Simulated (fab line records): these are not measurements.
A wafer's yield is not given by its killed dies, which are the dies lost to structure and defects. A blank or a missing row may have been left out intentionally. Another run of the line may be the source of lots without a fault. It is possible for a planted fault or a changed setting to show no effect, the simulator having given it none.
A single fault, viewed from 2 desks    flow n5-finfet    numbers are kept per desk, each desk with only its own; the story behind them comes last

== THE METROLOGY DESK ==
What the gauges read for every lot (on any tool): the sampled wafers with a number, averaged. Marked OUT: a lot whose mean sits more than 4 standard deviations from the usual mean, which makes it out of limits; the brackets give that distance. Readings shown: 7 of its 10, picked as those furthest out on some lot.
Columns: A = DIBL_N at N5_BEOL_M4_RC_MEAS_101, usual 37.2 mV/V; B = IOFF_N at N5_BEOL_M4_RC_MEAS_101, usual 0.18 nA/um; C = ION_N at N5_BEOL_M4_RC_MEAS_101, usual 680 uA/um; D = SS_N at N5_BEOL_M4_RC_MEAS_101, usual 71.8 mV/dec; E = SS_P at N5_BEOL_M4_RC_MEAS_101, usual 73.5 mV/dec; F = VT_N at N5_BEOL_M4_RC_MEAS_101, usual 249 mV; G = VT_P at N5_BEOL_M4_RC_MEAS_101, usual -248 mV
lot   first seen here  A     B     C    D     E     F    G
L983  day 8 08:06      37.0  0.17  674  71.4  73.1  248  -249
L986  day 9 01:14      39.1  0.23  702  72.3  74.0  244  -247
L990  day 9 18:40      36.3  0.16  677  71.2  73.3  251  -252
L994  day 10 13:41     39.6  0.21  692  72.2  74.3  246  -246
L993  day 10 16:48     37.5  0.19  678  71.8  73.8  248  -244
L995  day 11 22:25     39.9  0.21  688  72.8  74.3  246  -250
L997  day 12 04:55     38.5  0.19  679  72.0  74.0  248  -247
L999  day 12 07:14     35.8  0.15  683  71.1  73.2  253  -247
L102  day 13 20:22     38.3  0.16  673  71.8  74.0  254  -254
L104  day 14 21:18     36.7  0.18  683  71.9  74.1  247  -250
Finding of this desk: none of the 10 lots has anything out of limits.

== THE DEFECT DESK ==
Per lot, the means of the sampled wafers with a number show what the inspections along the route counted. Marked OUT: a lot whose mean sits more than 4 standard deviations from the usual mean, which makes it out of limits; the brackets give that distance.
Columns: A = raw-defect-count at N5_SDB_INSPECT_36, usual 36
lot   first seen here  A
L983  day 3 21:19      27
L986  day 4 17:26      72
L990  day 5 17:29      28
L993  day 6 13:21      33
L994  day 6 16:35      33
L995  day 8 05:14      38
L997  day 8 05:28      27
L999  day 8 08:16      22
L102  day 9 10:59      38
L104  day 9 19:25      34
Finding of this desk: none of the 10 lots has anything out of limits.

== PUT TOGETHER ==
Metrology desk: nothing out of limits seen.
Nothing the defect desk looked at was out of limits.

== WHAT THE SIMULATOR PUT IN ==
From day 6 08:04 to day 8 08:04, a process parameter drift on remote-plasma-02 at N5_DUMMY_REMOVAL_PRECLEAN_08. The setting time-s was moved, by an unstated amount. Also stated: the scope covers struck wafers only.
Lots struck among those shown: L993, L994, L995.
